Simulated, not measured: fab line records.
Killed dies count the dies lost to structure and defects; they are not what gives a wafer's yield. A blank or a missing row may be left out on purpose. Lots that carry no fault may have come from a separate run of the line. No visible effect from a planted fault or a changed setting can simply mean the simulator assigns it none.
Matching of chambers :: flow nand harc :: NHARC_A_STAIRCASE_ETCH_169 on rie diel-08 has 4 sister chambers
The step etches the open film in CH3F/O2, target depth 50 nm, time 107.1 s. 7 wafers are shown with their chamber, then 8 later ones without.

== EACH WAFER AND ITS CHAMBER ==
wafer: L078.2
chamber: 2
showerhead plenum p Torr (Torr): 2.43
drypump motor current A (A): 6.2

wafer: L078.6
chamber: 2
showerhead plenum p Torr (Torr): 2.43
drypump motor current A (A): 6.3

wafer: L082.1
chamber: 3
showerhead plenum p Torr (Torr): 2.41
drypump motor current A (A): 6.4

wafer: L083.1
chamber: 0
showerhead plenum p Torr (Torr): 2.43
drypump motor current A (A): 5.7

wafer: L083.3
chamber: 3
showerhead plenum p Torr (Torr): 2.41
drypump motor current A (A): 6.4

wafer: L083.5
chamber: 1
showerhead plenum p Torr (Torr): 2.34
drypump motor current A (A): 6.4

wafer: L092.1
chamber: 1
showerhead plenum p Torr (Torr): 2.33
drypump motor current A (A): 6.4

== WAFERS WHOSE CHAMBER IS MISSING ==
wafer: L092.3
showerhead plenum p Torr (Torr): 2.42
drypump motor current A (A): 6.3

wafer: L092.4
showerhead plenum p Torr (Torr): 2.40
drypump motor current A (A): 6.4

wafer: L095.2
showerhead plenum p Torr (Torr): 2.40
drypump motor current A (A): 6.3

wafer: L095.4
showerhead plenum p Torr (Torr): 2.42
drypump motor current A (A): 6.3

wafer: L095.6
showerhead plenum p Torr (Torr): 2.33
drypump motor current A (A): 6.4

wafer: L097.1
showerhead plenum p Torr (Torr): 2.33
drypump motor current A (A): 6.5

wafer: L097.2
showerhead plenum p Torr (Torr): 2.42
drypump motor current A (A): 6.3

wafer: L097.3
showerhead plenum p Torr (Torr): 2.42
drypump motor current A (A): 5.7

== WHICH CHAMBER EACH WENT THROUGH ==
wafer: L092.3
from the rows above: can't be placed: 2 or 3
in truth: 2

wafer: L092.4
from the rows above: 3
in truth: 3

wafer: L095.2
from the rows above: 3
in truth: 3

wafer: L095.4
from the rows above: can't be placed: 2 or 3
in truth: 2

wafer: L095.6
from the rows above: 1
in truth: 1

wafer: L097.1
from the rows above: 1
in truth: 1

wafer: L097.2
from the rows above: can't be placed: 2 or 3
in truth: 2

wafer: L097.3
from the rows above: 0
in truth: 0
Correct placement for 5 of the 8. Not placeable from these rows: 3 (in 3, the candidates include the true chamber). Placed wrongly: 0.
How it was worked out, from the rows above alone: a wafer's distance from a chamber is the root of the sum, over the readings, of the square of ((its reading less the chamber's mean) divided by the reading's scatter). If the next closest chamber is less than 2 further off than the closest, the wafer can't be placed; otherwise it belongs to the closest. For every chamber, the mean is computed from those of its wafers that are shown. The scatter: the root of (the sum of the squares of (reading less its chamber's mean) over the shown wafers, divided by (wafers less chambers)).
